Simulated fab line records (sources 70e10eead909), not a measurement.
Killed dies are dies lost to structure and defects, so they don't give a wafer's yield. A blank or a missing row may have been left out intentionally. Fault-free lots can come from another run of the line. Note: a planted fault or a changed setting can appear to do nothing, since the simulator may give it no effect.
Shared-tool check	flow nand-harc	2 lots, 6 wafers sampled

WHY THIS WAS OPENED
On 2 of the 2 lots, a flag is raised at NHARC_END_SORT_01 on the reading killed-at-array. Fault-free wafers read 28, with a standard deviation of 8.6.
Rule: a lot is flagged in two cases, either no wafer of it has a number, or all its wafers with numbers fall more than 4 standard deviations from that mean. As for the other lots, they are considered sound.

lot	measured	on	killed-at-array, wafer by wafer	flag
L798	day 22 04:52	prober-02	112 120 99	FLAGGED
L796	day 23 02:02	prober-02	103 128 129	FLAGGED
The mean of the flagged lots' numbers is 115, +87 from the usual (+10 standard deviations).

EACH LOT AND THE TOOL IT RAN ON
The record holds 2 process steps before the reading, out of a route of 1159 steps. Cell contents, in order: the tool; ch with the chambers the sampled wafers went through; the start.
lot	flag	NHARC_A_STAIRCASE_ETCH_452	NHARC_A_M1_DEGAS_29
L798	FLAGGED	rie-diel-08 ch 0,1,2, day 15 01:03	pvd-sputter-01, day 20 20:12
L796	FLAGGED	rie-diel-08 ch 2,3, day 15 04:09	pvd-sputter-03, day 21 14:50
What the steps here do:
- NHARC_A_STAIRCASE_ETCH_452: etches the open film in CF4/O2, target depth 30 nm, overetch 3 nm, time 16.5 s.
- NHARC_A_M1_DEGAS_29: time 60 s.
- NHARC_END_SORT_01

FLAGGED OVER TOTAL, TOOL BY TOOL (the gauges that took the reading come last)
step	tool	lots run	flagged	share of the flagged lots	sound lots run after its first flagged lot
NHARC_A_STAIRCASE_ETCH_452	rie-diel-08	2	2	all	0
NHARC_A_M1_DEGAS_29	pvd-sputter-01	1	1	some	0
NHARC_A_M1_DEGAS_29	pvd-sputter-03	1	1	some	0
NHARC_END_SORT_01	prober-02	2	2	all	0

WHAT IS ALLOWED BY THE TABLE
2 rows of the table ran every flagged lot: rie-diel-08 at NHARC_A_STAIRCASE_ETCH_452, prober-02 at NHARC_END_SORT_01.
- rie-diel-08 at NHARC_A_STAIRCASE_ETCH_452 ran 2 lots, 2 of them flagged. The start can't be narrowed down: in this sample, it ran no sound lot prior to its first flagged lot.
- prober-02 at NHARC_END_SORT_01 ran 2 lots, 2 of them flagged. The start can't be narrowed down: in this sample, it ran no sound lot prior to its first flagged lot.
Counting lots can't tell these 2 tools apart, because each fits a fault that began at some hour. More lots, or a look at what each step does to the wafer, might.

WHAT THE SIMULATOR HAD PUT IN
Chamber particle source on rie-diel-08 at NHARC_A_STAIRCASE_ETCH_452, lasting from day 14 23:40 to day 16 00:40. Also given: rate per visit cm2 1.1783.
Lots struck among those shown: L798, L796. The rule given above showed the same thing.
